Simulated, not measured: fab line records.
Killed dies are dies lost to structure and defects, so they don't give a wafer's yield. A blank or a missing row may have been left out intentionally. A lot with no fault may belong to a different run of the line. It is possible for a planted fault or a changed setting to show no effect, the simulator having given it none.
Struck lot and sound lot, side by side    flow n5-finfet    16 out of 1938 route steps
Sound: the wafers L581.2, L581.3, L581.5. Struck: wafer L584.5; the same lot's L584.2 was not struck, so it is left out; see the end for the cause.
For every step that has rows: the tool of each side, followed by ch and its chambers, followed by its first start. Under that, the readings that differ: sound wafers    struck wafers    difference of the means    sigmas: that difference in standard deviations of wafers without a fault.
alike: a reading whose means differ by less than 2 such deviations, as well as words and numbers matching on both sides. not compared: withheld readings; readings where some wafer has no value; bounds like >300 that might hide an equal value; numbers whose values overlap and for which the record gives no deviation.
Wherever a step has rows on one side only, a row that says differs or no value, or a row with sigmas, the two part there. When numbers do not overlap yet have no deviation, they are printed without sigmas and do not part them. Lack of a reading on every wafer of one side parts them only where that side has two or more wafers.

first, 8 steps without rows for these wafers: N5_BEOL_M4_COAT_68 (time 60 s, resist thk 12 nm); N5_BEOL_M4_COAT_76 (time 60 s, resist thk 5 nm); N5_BEOL_M4_COAT_22 (resist thk 30 nm); N5_BEOL_M4_EBR_24; N5_BEOL_M4_SOFTBAKE_23 (time 60 s); N5_BEOL_M4_EXPOSE_25 (exposes mask V3, defocus 5 nm); N5_BEOL_M4_PEB_26 (peb time 60 s); N5_BEOL_M4_DEVELOP_27 (develop time 30 s).
N5_BEOL_M4_CD_MEAS_28: target cd 26.2 nm, target cd y 24.1 nm.
  sound on cd-sem-03 ch 0, day 8 03:17; struck on cd-sem-02 ch 0, day 9 15:26
  alike: cd-nm
N5_BEOL_M4_OVL_MEAS_29:
  sound on overlay-01 ch 0, day 8 03:19; struck on overlay-01 ch 0, day 9 15:28
  alike: V3_OVL
N5_BEOL_M4_INSPECT_30: inspects for defects (brightfield).
  sound on defect-inspect-01 at day 8 03:22; struck on defect-inspect-01 at day 9 15:31
  alike: raw-defect-count
N5_BEOL_M4_DESCUM_33: chemistry O2, time 7 s.
  sound on rie-diel-02 ch 1,2, day 8 03:25; struck on rie-diel-02 ch 2, day 9 15:46
reading                      sound        struck  difference  sigmas
drypump-motor-current-A (A)  5.4 6.6 5.4  6.6     +0.8        +2
  alike: oes-product-au, rf-vpp-V, showerhead-plenum-p-Torr, throttle-valve-pct
  not compared: rf-hours-counter-h
N5_BEOL_M4_ETCH_77: etches underlayer in N2/H2, target depth 6.5 nm, time 5.2 s.
  sound on rie-diel-02 ch 1,2, day 8 03:26; struck on rie-diel-02 ch 2, day 9 15:47
reading                      sound              struck  difference  sigmas
drypump-motor-current-A (A)  5.4 6.6 5.4        6.6     +0.8        +2
etch-rf-on-time-s (s)        5.16 5.17 5.16     6.99    +1.83       +20
oes-product-au (a.u.)        0.80 0.65 0.80     0.55    -0.20       -3
rf-vpp-V (V)                 527.5 522.2 524.8  518.7   -6.1        -2
  alike: h2-flow-sccm, showerhead-plenum-p-Torr, throttle-valve-pct
  not compared: rf-hours-counter-h
N5_BEOL_M4_ETCH_69: etches SiARC in CF4, target depth 15.6 nm, time 26 s.
  sound on rie-diel-02 ch 1,2, day 8 03:28; struck on rie-diel-02 ch 2, day 9 15:49
reading                      sound              struck  difference  sigmas
drypump-motor-current-A (A)  5.4 6.6 5.4        6.6     +0.8        +2
rf-vpp-V (V)                 185.0 183.1 185.6  181.4   -3.2        -3
  alike: etch-rf-on-time-s, mfc-ar-sccm, oes-product-au, showerhead-plenum-p-Torr, throttle-valve-pct
  not compared: rf-hours-counter-h
N5_BEOL_M4_RC_MEAS_101:
  sound on prober-02 ch 0, day 8 15:35; struck on prober-01 ch 0, day 10 00:59
  alike: DIBL_N, DIBL_P, IOFF_N, IOFF_P, ION_N, ION_P, SS_N, SS_P, VT_N, VT_P
-- record jumps: 4 days separate the struck wafers' starts on either side; left off in module BEOL_M4, taken up again in module PASSIVATION, whose first shown step is the route's number 1936 --
N5_PASSIVATION_PROBE_49:
  sound on prober-01 at day 13 06:09; struck on prober-01 at day 14 11:05
  alike: defect-limited-yield, killed_at_M0_to_M3, killed_at_M4_up, killed-at-contacts, killed-at-front-end, killed-at-other, killed-dies, killed-open, killed-short, sort_bin_5_function, sort_bin_6_memory, sort_bin_8_speed, sort-n-pass, sort-yield-pct

== WHERE THEY PART ==
Earliest at N5_BEOL_M4_DESCUM_33; latest, in this record, at N5_BEOL_M4_ETCH_69. Later steps at which nothing parts them and some readings are alike: N5_BEOL_M4_RC_MEAS_101, N5_PASSIVATION_PROBE_49.

WHY: the cause the simulator had injected
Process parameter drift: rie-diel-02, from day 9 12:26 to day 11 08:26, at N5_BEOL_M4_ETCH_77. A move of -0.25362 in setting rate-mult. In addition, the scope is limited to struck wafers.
